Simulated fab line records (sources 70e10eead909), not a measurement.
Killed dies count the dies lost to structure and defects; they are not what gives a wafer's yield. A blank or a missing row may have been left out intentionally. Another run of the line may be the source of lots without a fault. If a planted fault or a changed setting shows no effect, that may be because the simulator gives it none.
Chamber matching    flow nandHarc    NHARC_A_CONTACT_DEP_58 on pecvd-03 has 3 sister chambers
The step deposits SiON, target thk 90 nm. 3 wafers are shown with their chamber, then 10 later ones without.

## WAFERS WITH THEIR CHAMBER
wafer   chamber  heaterPowerOuterW (W)
L084.3  1        341
L088.2  2        501
L088.4  0        433

## WAFERS WITHOUT THEIR CHAMBER
wafer   heaterPowerOuterW (W)
L088.6  495
L087.3  427
L087.4  284
L087.5  441
L092.1  523
L092.4  374
L092.6  518
L090.1  483
L090.4  402
L090.5  476

## WHICH CHAMBER EACH WENT THROUGH
wafer    from the rows above       in truth
L088.6   2                         2
L087.3   0                         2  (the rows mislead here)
L087.4   1                         1
L087.5   can't be placed: 0 or 2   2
L092.1   2                         2
L092.4   can't be placed: 1 or 0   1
L092.6   2                         2
L090.1   can't be placed: 2 or 0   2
L090.4   can't be placed: 0 or 1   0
L090.5   can't be placed: 2 or 0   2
Correctly placed: 4 of 10. These rows do not allow placing 5 (true chamber among the candidates in 5). 1 placed wrongly.
How it was worked out, from the rows above alone: a wafer's distance from a chamber is the root of the sum, over the readings, of the square of ((its reading less the chamber's mean) divided by the reading's scatter). The wafer belongs to the nearest chamber; if the next one is less than 2 further off, it can't be placed. The mean given for a chamber averages the wafers shown for that chamber. The scatter (one wafer shown for each chamber): square how far every hidden wafer sits from the nearest shown wafer, average those squares and take the square root.
